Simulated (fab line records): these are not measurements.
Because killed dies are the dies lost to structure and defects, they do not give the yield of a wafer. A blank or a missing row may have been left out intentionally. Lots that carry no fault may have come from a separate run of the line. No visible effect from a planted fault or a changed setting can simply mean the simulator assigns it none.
fab line records	flow nand_harc	part 2 of 2: steps 5 to 6 of 6
record: lots: 20	wafers: 60	last_day: 24
route steps=1159 shown A_STAIRCASE@530
lots with no fault: from the same line, run without faults
start_h: hours from the record's opening day to when the first of the lot's shown wafers began	wait_h: hours from the lot's prior step to this one	" repeats the value in the row above	L1.1+2: a single row standing in for several wafers	- either no value or no given start	* or withheld: withheld	< > ~ a bound
route shown NAME@n: NAME is a module with steps in the file, n the number in the route of the first one	usual: average and standard deviation across the fault-free wafers	same: alike in all rows	chamber/n: place in a boat	sites: readings site by site	_std_site: how widely they spread, as a standard deviation	_edge_site: inner sites' mean taken away from outer sites' mean	radius_mm: how far each site lies from the wafer's centre	mask NAME#n: copy n	behind: the tool/chamber that last shaped the wafer	hold: why the lot was held/for how many hours/how that ended	device: the n, p or np transistor that did not switch	end of line: tests of these same wafers at the route's end	a step without rows: its recipe alone	killed: at the first sort, the dies lost to defects and structure; wafer yield is something else	map: a wafer's dies, marking killed ones x, the rest . and places with no die _
set.NAME: the setting the step ran with; set.NAME@STEP: the setting that earlier step ran with	model.NAME: the simulator's own value behind a step, which no gauge read
route steps across a sampled set of lots; one table per step, one row per wafer
services: from which hour (start_h, from the record's first day; less than 0 if before it) a tool's chamber was out of use, for how many hours, and why
== steps ==
step: NHARC_A_STAIRCASE_ETCH_27
recipe: target_depth_a: 1000	time_s: 40.5	ion_energy_ev: 400	c4f8_flow_sccm: 20	o2_flow_sccm: 10	ar_flow_sccm: withheld	rf_w: 600	bias_w: 1000	chemistry: C4F8/O2
usual: bias_w: 1000/3	oes_product_au: 0.944/0.009	rf_vpp_V: 896/6
same: time_s: 40.5
lot.wafer	tool	chamber	start_h	wait_h	bias_w	oes_product_au	rf_hours_counter_h	rf_vpp_V
L074.2	rie_diel-06	1	-	-	997	0.923	58	888
L074.4	"	3	"	"	999	0.943	57	905
L074.5	"	0	"	"	997	0.935	-	897
L075.3	rie_diel-08	1	-	-	998	0.945	41	898
L075.4	"	2	"	"	998	0.951	-	888
L075.6	"	1	"	"	1001	0.962	-	896
L078.3	rie_diel-06	2	-	-	998	0.944	4	902
L078.4	"	0	"	"	996	0.938	5	897
L078.5	"	2	"	"	998	0.955	-	905
L077.1	rie_diel-08	3	-	-	999	0.954	48	890
L077.2	"	0	"	"	994	0.942	40	900
L077.4	"	1	"	"	1000	0.939	48	894
L081.3	rie_diel-08	3	-	-	993	0.945	52	889
L081.2	"	1	"	"	1000	0.935	52	895
L081.6	"	2	"	"	1002	0.958	-	888
L080.3	rie_diel-12	1	-	-	1001	0.941	26	895
L080.4	"	3	"	"	995	0.945	22	896
L080.5	"	2	"	"	1004	0.940	-	890
L079.1	rie_diel-06	0	-	-	1004	0.943	9	898
L079.5	"	3	"	"	1003	0.948	-	903
L079.6	"	0	"	"	1001	0.955	-	898
L082.4	rie_diel-06	2	-	-	996	0.931	14	902
L082.3	"	3	"	"	1001	0.937	12	904
L082.6	"	3	"	"	1003	0.951	-	905
L086.4	rie_diel-12	3	-	-	999	0.949	34	897
L086.2	"	2	"	"	1002	0.936	38	890
L086.6	"	3	"	"	999	0.950	-	895
L085.4	rie_diel-06	2	-	-	994	0.948	22	901
L085.3	"	0	"	"	1003	0.943	22	897
L085.5	"	3	"	"	994	0.938	-	904
L088.4	rie_diel-06	3	-	-	1002	0.939	24	904
L088.1	"	0	"	"	1001	0.929	25	896
L088.5	"	2	"	"	998	0.941	-	903
L087.2	rie_diel-12	0	-	-	1003	0.953	41	902
L087.6	"	2	"	"	998	0.934	-	890
L087.5	"	3	"	"	995	0.940	-	897
L090.2	rie_diel-12	0	-	-	996	0.951	44	902
L090.1	"	1	"	"	999	0.956	47	894
L090.6	"	3	"	"	1004	0.940	-	897
L091.2	rie_diel-06	1	-	-	1000	0.932	34	886
L091.1	"	0	"	"	1000	0.937	31	897
L091.5	"	1	"	"	995	0.938	-	887
L093.1	rie_diel-06	2	-	-	996	0.954	37	901
L093.2	"	0	"	"	1001	0.950	34	896
L093.6	"	2	"	"	999	0.949	-	903
L092.3	rie_diel-08	3	-	-	1000	0.952	14	889
L092.1	"	0	"	"	1000	0.922	14	900
L092.5	"	0	"	"	1002	0.939	-	900
L094.1	rie_diel-12	1	-	-	1001	0.950	54	894
L094.5	"	3	"	"	999	0.941	-	895
L094.6	"	0	"	"	1003	0.925	-	902
L095.4	rie_diel-06	2	-	-	1003	0.943	40	902
L095.1	"	3	"	"	1003	0.942	38	904
L095.5	"	1	"	"	1000	0.952	-	886
L096.2	rie_diel-12	3	-	-	1001	0.935	54	897
L096.4	"	0	"	"	998	0.936	54	902
L096.6	"	2	"	"	1001	0.938	-	891
L097.2	rie_diel-06	2	-	-	1005	0.942	45	900
L097.1	"	3	"	"	999	0.956	42	904
L097.4	"	0	"	"	1004	0.940	41	896
step: NHARC_A_STAIRCASE_TRIM_191
recipe: time_s: 211.2	o2_flow_sccm: 500	ar_flow_sccm: 0	bias_w: 0	chemistry: O2
usual: drypump_motor_current_A: 5.7/0.42	mfc_ar_sccm: 0.008/0.0099	oes_product_au: 1.002/0.0079	rf_vpp_V: 57.6/0.95	showerhead_plenum_p_Torr: 3.50/0.15	throttle_valve_pct: 17.035/0.0091
same: bias_w: 0	time_s: 211.2
lot.wafer	tool	chamber	start_h	wait_h	drypump_motor_current_A	mfc_ar_sccm	oes_product_au	rf_hours_counter_h	rf_vpp_V	showerhead_plenum_p_Torr	throttle_valve_pct
L074.4	rie_diel-06	0	-	-	5.7	0.010	0.996	58	58.8	3.58	17.024
L074.2	"	1	"	"	6.3	0.021	0.998	59	57.4	3.32	17.032
L074.5	"	0	"	"	5.7	0.010	0.998	-	57.2	3.58	17.035
L075.3	rie_diel-08	2	-	-	5.7	0	1.017	42	59.7	3.32	17.024
L075.4	"	1	"	"	5.8	0.002	1.003	-	57.3	3.53	17.030
L075.6	"	2	"	"	5.7	0	1.011	-	57.7	3.32	17.031
L077.1	rie_diel-06	2	-	-	5.8	0.006	0.991	5	59.2	3.71	17.020
L077.2	"	3	"	"	5.5	0	1.001	5	58.9	3.77	17.044
L077.4	"	1	"	"	6.4	0.021	0.998	6	57.5	3.31	17.039
L078.4	rie_diel-12	3	-	-	5.7	0	1.015	20	58.1	3.53	17.026
L078.3	"	0	"	"	6.1	0	1.010	21	58.7	3.70	17.037
L078.5	"	1	"	"	6.0	0.009	1.018	-	57.0	3.49	17.042
L081.3	rie_diel-08	2	-	-	5.7	0	1.014	53	57.9	3.31	17.039
L081.2	"	3	"	"	4.8	0	1.000	53	56.3	3.35	17.032
L081.6	"	0	"	"	6.0	0.028	1.004	-	58.0	3.65	17.050
L080.4	rie_diel-08	2	-	-	5.7	0	1.017	53	57.5	3.31	17.008
L080.3	"	0	"	"	6.0	0.028	1.009	45	56.9	3.65	17.045
L080.5	"	3	"	"	4.9	0	1.007	-	55.3	3.35	17.046
L079.1	rie_diel-08	2	-	-	5.7	0	1.014	54	58.5	3.31	17.030
L079.5	"	3	"	"	4.8	0	1.004	-	57.2	3.35	17.047
L079.6	"	0	"	"	6.0	0.028	1.008	-	58.2	3.65	17.037
L082.3	rie_diel-08	2	-	-	5.7	0	1.008	60	56.6	3.31	17.030
L082.4	"	0	"	"	6.0	0.028	0.998	53	59.7	3.65	17.029
L082.6	"	3	"	"	4.9	0	1.011	-	57.2	3.34	17.028
L086.4	rie_diel-06	2	-	-	5.8	0.006	1.002	22	57.9	3.70	17.026
L086.2	"	0	"	"	5.6	0.010	0.988	22	56.8	3.57	17.034
L086.6	"	3	"	"	5.5	0	0.997	-	58.7	3.76	17.032
L085.4	rie_diel-08	1	-	-	5.8	0.002	1.008	1	58.1	3.52	17.041
L085.3	"	2	"	"	5.7	0	1.018	1	57.1	3.31	17.028
L085.5	"	2	"	"	5.7	0	1.015	-	58.4	3.31	17.037
L088.1	rie_diel-12	2	-	-	5.2	0.017	1.002	44	58.3	3.37	17.038
L088.4	"	0	"	"	6.1	0	1.009	41	57.9	3.69	17.030
L088.5	"	3	"	"	5.7	0	1.006	-	58.1	3.52	17.050
L087.2	rie_diel-08	3	-	-	4.8	0	0.997	6	59.0	3.34	17.029
L087.5	"	3	"	"	4.9	0	0.995	-	57.0	3.34	17.024
L087.6	"	0	"	"	6.0	0.028	0.999	-	58.5	3.64	17.024
L090.2	rie_diel-08	3	-	-	4.9	0	1.002	10	57.6	3.34	17.041
L090.1	"	2	"	"	5.7	0	1.008	9	58.8	3.30	17.046
L090.6	"	0	"	"	6.0	0.028	1.000	-	57.7	3.64	17.024
L091.1	rie_diel-12	1	-	-	6.0	0.009	0.993	49	58.1	3.47	17.023
L091.2	"	3	"	"	5.7	0	1.003	46	57.8	3.52	17.050
L091.5	"	1	"	"	6.0	0.009	0.997	-	58.2	3.47	17.037
L093.2	rie_diel-06	0	-	-	5.6	0.010	0.997	34	57.2	3.56	17.044
L093.1	"	3	"	"	5.5	0	0.996	35	57.5	3.75	17.036
L093.6	"	1	"	"	6.4	0.021	0.997	-	56.1	3.30	17.028
L092.3	rie_diel-08	3	-	-	4.9	0	1.010	15	56.3	3.33	17.036
L092.1	"	1	"	"	5.8	0.002	1.000	15	58.6	3.51	17.049
L092.5	"	0	"	"	6.0	0.028	0.998	-	58.6	3.64	17.047
L094.1	rie_diel-12	3	-	-	5.7	0	0.993	53	57.5	3.52	17.041
L094.6	"	3	"	"	5.7	0	1.002	-	57.7	3.52	17.034
L094.5	"	0	"	"	6.1	0	0.983	-	57.0	3.68	17.035
L095.4	rie_diel-08	1	-	-	5.8	0.002	1.009	17	57.6	3.51	17.031
L095.1	"	2	"	"	5.7	0	0.996	17	58.1	3.30	17.044
L095.5	"	0	"	"	6.0	0.028	0.995	-	56.9	3.64	17.042
L096.2	rie_diel-08	3	-	-	4.9	0	1.000	18	57.3	3.33	17.033
L096.4	"	0	"	"	6.0	0.028	0.989	18	57.4	3.64	17.033
L096.6	"	0	"	"	6.0	0.028	0.992	-	59.0	3.64	17.027
L097.1	rie_diel-12	2	-	-	5.2	0.017	1.012	60	55.9	3.36	17.034
L097.2	"	3	"	"	5.7	0	1.008	57	58.4	3.51	17.009
L097.4	"	0	"	"	6.1	0	1.005	57	58.8	3.68	17.034
== services ==
tool	chamber	start_h	hours	kind
rie_diel-06	0	220.41	-	clean
rie_diel-06	1	220.41	-	clean
rie_diel-06	2	220.41	-	clean
rie_diel-06	3	220.41	-	clean
rie_diel-08	0	239.25	15.5	repair
rie_diel-06	-	241.34	9.0	pm
rie_diel-06	0	241.34	9.0	vent_cycle
rie_diel-06	1	241.34	9.0	vent_cycle
rie_diel-06	2	241.34	9.0	vent_cycle
rie_diel-06	3	241.34	9.0	vent_cycle
rie_diel-06	0	250.34	-	clean
rie_diel-06	1	250.34	-	clean
rie_diel-06	2	250.34	-	clean
rie_diel-06	3	250.34	-	clean
rie_diel-06	0	274.84	-	clean
rie_diel-06	1	274.84	-	clean
rie_diel-06	2	274.84	-	clean
rie_diel-06	3	274.84	-	clean
rie_diel-06	-	288.22	5.2	repair
rie_diel-06	0	299.59	-	clean
rie_diel-06	1	299.59	-	clean
rie_diel-06	2	299.59	-	clean
rie_diel-06	3	299.59	-	clean
rie_diel-08	-	301.82	9.0	pm
